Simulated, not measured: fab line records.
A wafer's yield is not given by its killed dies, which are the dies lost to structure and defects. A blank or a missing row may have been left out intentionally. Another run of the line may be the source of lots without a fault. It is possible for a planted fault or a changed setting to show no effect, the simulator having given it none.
Matching of chambers :: flow n5_finfet :: 4 sister chambers for N5_BEOL_M12_VIA_ETCH_16 on rie_diel-05
The step etches SiOC in C4F8/O2/Ar, target depth 724.8 nm. 16 wafers are shown with their chamber, then 8 later ones without.

## WAFERS WITH THEIR CHAMBER
wafer: L075.2
chamber: 2
drypump_motor_current_A (A): 6.3
throttle_valve_pct (%): 24.30
showerhead_plenum_p_Torr (Torr): 3.60

wafer: L075.4
chamber: 0
drypump_motor_current_A (A): 6.0
throttle_valve_pct (%): 23.90
showerhead_plenum_p_Torr (Torr): 3.50

wafer: L075.6
chamber: 1
drypump_motor_current_A (A): 5.2
throttle_valve_pct (%): 24.07
showerhead_plenum_p_Torr (Torr): 3.50

wafer: L081.1
chamber: 2
drypump_motor_current_A (A): 6.3
throttle_valve_pct (%): 24.33
showerhead_plenum_p_Torr (Torr): 3.59

wafer: L081.5
chamber: 3
drypump_motor_current_A (A): 5.6
throttle_valve_pct (%): 23.87
showerhead_plenum_p_Torr (Torr): 3.57

wafer: L081.6
chamber: 2
drypump_motor_current_A (A): 6.3
throttle_valve_pct (%): 24.32
showerhead_plenum_p_Torr (Torr): 3.59

wafer: L082.1
chamber: 1
drypump_motor_current_A (A): 5.2
throttle_valve_pct (%): 24.08
showerhead_plenum_p_Torr (Torr): 3.49

wafer: L082.3
chamber: 2
drypump_motor_current_A (A): 6.3
throttle_valve_pct (%): 24.30
showerhead_plenum_p_Torr (Torr): 3.59

wafer: L082.5
chamber: 0
drypump_motor_current_A (A): 6.1
throttle_valve_pct (%): 23.91
showerhead_plenum_p_Torr (Torr): 3.49

wafer: L084.1
chamber: 0
drypump_motor_current_A (A): 6.1
throttle_valve_pct (%): 23.94
showerhead_plenum_p_Torr (Torr): 3.49

wafer: L084.3
chamber: 3
drypump_motor_current_A (A): 5.6
throttle_valve_pct (%): 23.87
showerhead_plenum_p_Torr (Torr): 3.56

wafer: L084.4
chamber: 2
drypump_motor_current_A (A): 6.3
throttle_valve_pct (%): 24.33
showerhead_plenum_p_Torr (Torr): 3.59

wafer: L087.1
chamber: 2
drypump_motor_current_A (A): 6.3
throttle_valve_pct (%): 24.33
showerhead_plenum_p_Torr (Torr): 3.59

wafer: L087.2
chamber: 0
drypump_motor_current_A (A): 6.1
throttle_valve_pct (%): 23.93
showerhead_plenum_p_Torr (Torr): 3.49

wafer: L087.3
chamber: 3
drypump_motor_current_A (A): 5.6
throttle_valve_pct (%): 23.89
showerhead_plenum_p_Torr (Torr): 3.56

wafer: L090.2
chamber: 0
drypump_motor_current_A (A): 6.0
throttle_valve_pct (%): 23.97
showerhead_plenum_p_Torr (Torr): 3.49

SIGNATURES (averages over the wafers above)
reading: drypump_motor_current_A
chamber 0: 6.060
chamber 1: 5.200
chamber 2: 6.300
chamber 3: 5.600
scatter within a chamber: 0.0316

reading: throttle_valve_pct
chamber 0: 23.9300
chamber 1: 24.0750
chamber 2: 24.3183
chamber 3: 23.8767
scatter within a chamber: 0.0191

reading: showerhead_plenum_p_Torr
chamber 0: 3.4920
chamber 1: 3.4950
chamber 2: 3.5917
chamber 3: 3.5633
scatter within a chamber: 0.00483
Rule: distance of a wafer from a chamber = root of the sum over the readings of ((wafer's reading minus chamber's mean) / reading's scatter) squared. If the next closest chamber is less than 2 further off than the closest, the wafer can't be placed; otherwise it belongs to the closest. The scatter is the square root of a quotient: the sum, over the shown wafers, of each reading's squared deviation from its chamber's mean, divided by wafers minus chambers.

## WAFERS WITH NO CHAMBER GIVEN
wafer: L090.4
drypump_motor_current_A (A): 5.2
throttle_valve_pct (%): 24.10
showerhead_plenum_p_Torr (Torr): 3.48

wafer: L090.6
drypump_motor_current_A (A): 6.3
throttle_valve_pct (%): 24.34
showerhead_plenum_p_Torr (Torr): 3.58

wafer: L094.2
drypump_motor_current_A (A): 5.6
throttle_valve_pct (%): 23.90
showerhead_plenum_p_Torr (Torr): 3.55

wafer: L094.3
drypump_motor_current_A (A): 5.2
throttle_valve_pct (%): 24.11
showerhead_plenum_p_Torr (Torr): 3.47

wafer: L094.5
drypump_motor_current_A (A): 5.6
throttle_valve_pct (%): 23.91
showerhead_plenum_p_Torr (Torr): 3.55

wafer: L097.1
drypump_motor_current_A (A): 6.3
throttle_valve_pct (%): 24.34
showerhead_plenum_p_Torr (Torr): 3.58

wafer: L097.3
drypump_motor_current_A (A): 5.6
throttle_valve_pct (%): 23.91
showerhead_plenum_p_Torr (Torr): 3.55

wafer: L097.6
drypump_motor_current_A (A): 6.4
throttle_valve_pct (%): 24.36
showerhead_plenum_p_Torr (Torr): 3.58

## THE CHAMBER EACH PASSED THROUGH
wafer: L090.4
from the rows above: 1
in truth: 1

wafer: L090.6
from the rows above: 2
in truth: 2

wafer: L094.2
from the rows above: 3
in truth: 3

wafer: L094.3
from the rows above: 1
in truth: 1

wafer: L094.5
from the rows above: 3
in truth: 3

wafer: L097.1
from the rows above: 2
in truth: 2

wafer: L097.3
from the rows above: 3
in truth: 3

wafer: L097.6
from the rows above: 2
in truth: 2
Correct placement for 8 of the 8. From these rows, 0 cannot be placed. Number placed wrongly: 0.
